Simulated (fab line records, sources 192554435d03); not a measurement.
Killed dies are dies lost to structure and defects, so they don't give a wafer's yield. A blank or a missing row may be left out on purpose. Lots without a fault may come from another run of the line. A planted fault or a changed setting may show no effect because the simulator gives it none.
Problem report in the 8D (eight disciplines) form, filled by code | flow n5_finfet | the parts of the form that need people (team, actions taken, sign-off) are left out

1. THE PROBLEM
raw_defect_count at N5_PMOS_HMC_CHANNEL_EPI_INSPECT_30 reads a mean of 360 on 2 wafers of 2 lots; wafers without a fault read 19 with a standard deviation of 6.6. That is +52 standard deviations from the usual mean.
The step: inspects for defects (darkfield).
First seen on wafer L944.5, day 5 08:17, on defect_inspect-02. The record holds 24 wafers of 8 lots with a number at this step. Rule for "out", or "out of limits": more than 4 standard deviations from the usual mean. The other wafers with a number count as sound.

2. WHAT IT IS AND WHAT IT IS NOT
question                    | is                | is not
which readings at this step | raw_defect_count  | -
which lots                  | L944, L945        | L937, L939, L940, L943, L948, L953
which wafers of those lots  | L944.5, L945.2    | L944.1, L944.2, L945.1, L945.5
read on which gauges        | defect_inspect-02 | defect_inspect-01
when                        | from day 5 08:17  | up to then (14 sound wafers); but 8 sound wafers of L945, L948, L953 came after

3. SUSPECTS, AND WHAT RULES EACH OUT
Counting: a tool at a process step up to the reading stays a suspect if it ran every lot that is out. Sound lots after the first of them don't rule it out here, since some wafers of a struck lot are sound.
- the gauge at N5_PMOS_HMC_CHANNEL_EPI_INSPECT_30: ruled out. All the wafers that are out were read on defect_inspect-02, but those of them that N5_PASSIVATION_PROBE_49 has rows for are out there too, on other tools.
- wet_bench-02 at N5_PMOS_HMC_CHANNEL_EPI_PRECLEAN_37 (cleans in O3/DIW, time 45 s): kept. It ran every lot that is out, first L944 (day 5 07:50); its last sound lot up to then is L943 (day 5 01:25).
- Within wet_bench-02 at N5_PMOS_HMC_CHANNEL_EPI_PRECLEAN_37: the wafers that are out ran in chamber 6; their sound lot-mates ran in chambers 0, 2, 3, 5.
Left after counting: wet_bench-02 at N5_PMOS_HMC_CHANNEL_EPI_PRECLEAN_37.

4. THE CAUSE (what the simulator had put in)
Chamber particle source: wet_bench-02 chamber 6, from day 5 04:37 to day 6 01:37, at N5_PMOS_HMC_CHANNEL_EPI_PRECLEAN_37. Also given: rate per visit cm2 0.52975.
Counting left only this tool.

5. THE CHAIN OF EFFECTS, in route order
Each row: a reading whose mean over the struck wafers that have a number lies more than 3 standard deviations from the usual. Only readings for which the record gives a usual standard deviation are gone through. hours: the time from each lot's start at the first step in this table that gives one to its start at this step, as a median over the lots. sigmas: the change in usual standard deviations.
hours | step                               | reading              | usual  | on struck wafers | change | sigmas
0     | N5_PMOS_HMC_CHANNEL_EPI_INSPECT_30 | raw_defect_count     | 19     | 360              | +340   | +52
7     | N5_FIN_SAQP_INSPECT_40             | raw_defect_count     | 224    | 464              | +240   | +3.6
7     | N5_FIN_CUT_INSPECT_10              | raw_defect_count     | 41     | 384              | +343   | +29
280   | N5_PASSIVATION_PROBE_49            | defect_limited_yield | 91.0 % | 83.4             | -7.6   | -5.1
280   | N5_PASSIVATION_PROBE_49            | killed_at_front_end  | 39     | 138              | +100   | +9.0
280   | N5_PASSIVATION_PROBE_49            | killed_dies          | 106    | 196              | +90    | +5.3
280   | N5_PASSIVATION_PROBE_49            | sort_bin_5_function  | 5.3 %  | 10.9             | +5.6   | +5.6
280   | N5_PASSIVATION_PROBE_49            | sort_n_pass          | 1074   | 984              | -90    | -5.3
280   | N5_PASSIVATION_PROBE_49            | sort_yield_pct       | 91.0 % | 83.4             | -7.6   | -5.1
The process steps in it:
- N5_PASSIVATION_PROBE_49
Later measuring or inspecting steps at which every struck wafer that the step has a row for has a number for every such reading, and none has moved that far: N5_FIN_SAQP_INSPECT_18, N5_BEOL_M4_RC_MEAS_101.

6. WHAT WOULD HAVE CAUGHT IT SOONER
In this record the first reading out of limits at a measuring or inspecting step was taken at day 5 08:17, 4 hours after the fault began at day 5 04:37.
Of the tool readings at N5_PMOS_HMC_CHANNEL_EPI_PRECLEAN_37 for which the record gives a usual standard deviation, none was out on any struck wafer, so an alarm limit of 4 standard deviations on them would not have fired.
Of the lots that are out (2), L945 began N5_PMOS_HMC_CHANNEL_EPI_PRECLEAN_37 on wet_bench-02 after day 5 08:17. A hold on the tool at that time would have spared it.
